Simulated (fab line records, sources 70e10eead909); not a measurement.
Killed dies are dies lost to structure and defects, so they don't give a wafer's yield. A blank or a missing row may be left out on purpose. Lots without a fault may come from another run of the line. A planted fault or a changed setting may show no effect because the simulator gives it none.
fab line records | flow nand_harc
record lots=6 wafers=18 last_day=33
route steps=1302 shown P_GATE@185
lots that met no fault: from a run of the same line without faults
start_h: hours from the record's first day to the start of the lot's first wafer shown | wait_h: hours since the lot's step before | " the same as in the row above | L1.1+2: a row that stands for several wafers | - no value, or no start given | * or withheld: withheld | < > ~ a bound
route shown NAME@n: a module of which the file shows steps, and the number in the route of the first | usual: mean/standard deviation of fault-free wafers | same: alike in all rows | chamber/n: place in a boat | sites: the reading at each site | _std_site: their standard deviation | _edge_site: outer sites' mean less inner sites' | radius_mm: how far each site lies from the wafer's centre | mask NAME#n: copy n | behind: the tool/chamber that last shaped the wafer | hold: why the lot was held/for how many hours/how that ended | device: the transistor (n, p or np) that didn't switch | end of line: the same wafers' tests at the end of the route | a step without rows: its recipe alone | killed: dies lost to structure and defects at the first sort, not the wafer's yield | map: a wafer's dies, x killed, . not, _ none there
set.NAME: the setting as run; set.NAME@STEP: as run at that earlier step | model.NAME: the simulator's own value behind a step, which no gauge read
lots at some steps of the route; a table a step, a row a wafer
services: from which hour (start_h, from the record's first day; less than 0 if before it) a tool's chamber was out of use, for how many hours, and why
## steps
# step NHARC_P_GATE_CD_MEAS_59
# recipe target_cd_nm=720 landing_energy_ev=500
# usual cd_nm=719.7/2
# columns lot.wafer tool chamber start_h wait_h cd_nm
L920.1 cd_sem-03 0 118.51 - 719.7
L920.2 " 0 " " 719.1
L920.3 " 0 " " 721.3
L922.1 cd_sem-03 0 134.84 - 719.2
L922.2 " 0 " " 721.7
L922.6 " 0 " " 720.4
L929.3 cd_sem-02 0 198.03 - 720.1
L929.4 " 0 " " 719.9
L929.5 " 0 " " 717.6
L933.1 cd_sem-01 0 242.58 - 719.4
L933.2 " 0 " " 718.4
L933.6 " 0 " " 719.0
L936.2 cd_sem-01 0 271.82 - 723.3
L936.3 " 0 " " 724.9
L936.6 " 0 " " 719.0
L941.1 cd_sem-03 0 334.92 - 718.7
L941.5 " 0 " " 718.9
L941.6 " 0 " " 716.8
# step NHARC_P_GATE_HARDBAKE_60
# recipe temp_c=125 time_s=80
# step NHARC_P_GATE_DESCUM_61
# recipe time_s=3 o2_flow_sccm=200 ar_flow_sccm=0 bias_power_w=0 chemistry=O2
# usual drypump_motor_current_A=5.6/0.57 oes_product_au=0.997/0.012 rf_vpp_V=57.8/0.95 showerhead_plenum_p_Torr=1.89/0.094 throttle_valve_pct=11.312/0.0097
# columns lot.wafer tool chamber start_h wait_h drypump_motor_current_A oes_product_au rf_hours_counter_h rf_vpp_V showerhead_plenum_p_Torr throttle_valve_pct
L920.1 rie_diel-12 3 118.67 - 5.7 1.025 1 58.4 1.92 11.323
L920.3 " 0 " " 6.7 0.997 1 58.4 2.02 11.307
L920.2 " 2 " " 6.2 1.005 1 58.0 2.03 11.314
L922.1 rie_diel-12 0 135.01 - 6.6 0.989 1 57.9 2.02 11.302
L922.2 " 2 " " 6.2 1.001 1 58.0 2.03 11.333
L922.6 " 0 " " 6.6 0.978 - 59.2 2.02 11.326
L929.3 rie_diel-02 1 198.20 - 4.8 0.998 10 57.7 1.82 11.310
L929.4 " 2 " " 5.7 1.023 10 57.4 1.88 11.305
L929.5 " 1 " " 4.8 1.004 - 57.7 1.82 11.309
L933.2 rie_diel-02 3 242.77 - 4.8 0.997 1 58.8 1.80 11.304
L933.1 " 0 " " 5.9 0.976 0 57.2 2.06 11.306
L933.6 " 2 " " 5.8 0.990 - 57.8 1.88 11.313
L936.3 rie_diel-03 2 272.00 - 6.4 0.994 7 56.4 1.82 11.302
L936.2 " 3 " " 5.0 1.013 8 57.9 1.81 11.313
L936.6 " 2 " " 6.4 0.997 - 57.9 1.82 11.305
L941.1 rie_diel-12 1 335.11 - 5.8 1.004 2 56.7 1.84 11.307
L941.6 " 3 " " 5.7 1.006 - 58.3 1.91 11.313
L941.5 " 0 " " 6.7 1.002 - 58.0 2.02 11.308
# step NHARC_P_GATE_IMPLANT_62
# recipe energy_kev=20 dose_cm2=3e+15 tilt_deg=7
# step NHARC_P_GATE_STRIP_112
# recipe power_w=1500 temp_c=110 time_s=200 chemistry=N2/H2
# usual drypump_motor_current_A=5.7/0.71 heater_power_w=89/5.2
# columns lot.wafer tool chamber start_h wait_h drypump_motor_current_A heater_power_w rf_hours_counter_h
L920.1 plasma_asher-02 0 119.04 0.2 5.9 87 7
L920.2 " 1 " " 5.0 88 7
L920.3 " 0 " " 5.9 89 -
L922.2 plasma_asher-01 0 135.39 0.2 6.6 99 30
L922.1 " 1 " " 5.1 84 30
L922.6 " 1 " " 5.1 84 -
L929.4 plasma_asher-01 0 198.64 0.2 6.6 96 -
L929.3 " 1 " " 5.1 84 -
L929.5 " 1 " " 5.1 85 -
L933.1 plasma_asher-01 1 243.18 0.3 5.1 84 14
L933.2 " 0 " " 6.6 97 14
L933.6 " 1 " " 5.1 83 -
L936.2 plasma_asher-01 0 272.37 0.2 6.6 96 23
L936.3 " 0 " " 6.6 94 -
L936.6 " 1 " " 5.1 86 -
L941.1 plasma_asher-01 0 335.49 0.2 6.6 96 35
L941.5 " 1 " " 5.1 84 -
L941.6 " 0 " " 6.6 92 -
# step NHARC_P_GATE_STRIP_76
# recipe power_w=1500 temp_c=250 chemistry=O2
# usual drypump_motor_current_A=5.7/0.7 heater_power_w=334/19
# columns lot.wafer tool chamber start_h wait_h drypump_motor_current_A heater_power_w rf_hours_counter_h
L920.1 plasma_asher-02 0 119.30 0.2 5.9 318 7
L920.2 " 1 " " 5.0 322 7
L920.3 " 0 " " 5.9 326 -
L922.2 plasma_asher-01 0 135.64 0.2 6.5 369 30
L922.1 " 1 " " 5.1 315 30
L922.6 " 1 " " 5.1 320 -
L929.4 plasma_asher-01 0 198.84 0.2 6.6 347 -
L929.3 " 1 " " 5.1 319 -
L929.5 " 1 " " 5.0 313 -
L933.1 plasma_asher-01 1 243.44 0.2 5.1 318 15
L933.2 " 0 " " 6.6 362 15
L933.6 " 1 " " 5.1 308 -
L936.2 plasma_asher-01 0 272.63 0.2 6.5 361 23
L936.3 " 0 " " 6.6 350 -
L936.6 " 1 " " 5.1 315 -
L941.1 plasma_asher-01 0 335.72 0.2 6.6 360 35
L941.5 " 1 " " 5.1 318 -
L941.6 " 0 " " 6.5 362 -
# step NHARC_P_GATE_STRIP_63
# recipe time_s=900 temp_c=130 chemistry=SPM
# step NHARC_P_GATE_DEHYDRATE_83
# recipe temp_c=150 time_s=120
# step NHARC_P_GATE_HMDS_84
# recipe time_s=30
# step NHARC_P_GATE_COAT_85
# recipe spin_rpm=3000
# step NHARC_P_GATE_SOFTBAKE_86
# recipe temp_c=122 time_s=95
# step NHARC_P_GATE_EBR_87
# step NHARC_P_GATE_EXPOSE_88
# recipe na=0.6 target_cd_nm=2000 dose_mj=11.87 mask_id=P_HVN
# columns lot.wafer tool chamber start_h wait_h mask model.P_GATE.overlay_x_nm
L920.1+2+3 krf_scanner-01 0 120.06 - P_HVN#0 3.471
L922.1+2+6 krf_scanner-03 0 136.46 - P_HVN#0 0.1917
L929.3+4+5 krf_scanner-01 0 199.59 - P_HVN#0 -132.5
L933.1+2+6 krf_scanner-01 0 244.20 - P_HVN#0 -133.7
L936.2+3+6 krf_scanner-04 0 273.40 - P_HVN#0 10.6
L941.1+5+6 krf_scanner-04 0 336.35 - P_HVN#0 -0.8905
# step NHARC_P_GATE_PEB_89
# recipe peb_temp_c=118 peb_time_s=85
## services
# columns tool chamber start_h hours kind
rie_diel-03 - 104.30 9.0 pm
krf_scanner-01 - 120.30 5.7 repair
krf_scanner-01 - 140.00 4.0 pm
krf_scanner-03 - 159.74 0.1 repair
plasma_asher-01 - 165.14 9.0 pm
krf_scanner-04 - 182.01 4.0 pm
krf_scanner-03 - 202.45 4.9 repair
krf_scanner-04 - 211.10 1.9 repair
krf_scanner-01 - 212.32 0.6 repair
rie_diel-02 - 216.70 9.0 pm
krf_scanner-01 - 221.66 2.8 repair
krf_scanner-03 - 224.31 4.0 pm
rie_diel-12 3 236.02 4.3 repair
krf_scanner-04 - 243.81 0.4 repair
plasma_asher-02 - 249.36 9.0 pm
rie_diel-03 0 265.73 15.7 repair
rie_diel-12 2 266.34 1.9 repair
rie_diel-12 - 268.40 9.0 pm
rie_diel-03 2 277.80 8.3 repair
rie_diel-03 - 281.30 9.0 pm
plasma_asher-02 - 290.74 4.1 repair
krf_scanner-01 - 312.00 4.0 pm
rie_diel-02 3 313.96 6.5 repair
plasma_asher-01 - 318.08 0.9 repair
## key
first_sign none at tools or gauges
model_effect step=NHARC_P_GATE_EXPOSE_88 value=P_GATE.overlay_x_nm without=-3.917 struck=-133.1
met_at NHARC_P_GATE_EXPOSE_88
struck_wafers L929.3,L929.4,L929.5,L933.1,L933.2,L933.6
tester_left_out L929,L933
onset_between 120.06 199.59
also_fits NHARC_P_GATE_DESCUM_61:rie_diel-02
fault kind=scanner_matching_overlay tool=krf_scanner-01 chamber=- onset_h=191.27 steps=NHARC_P_GATE_EXPOSE_88 offset=-129.19
# tester_left_out: of these lots the tester's yield and bins aren't shown, on N5 and GAA mostly nor the transistor test; their killed dies are dies lost to structure and defects alone, not to doping, threshold or leakage, so they don't give the yield
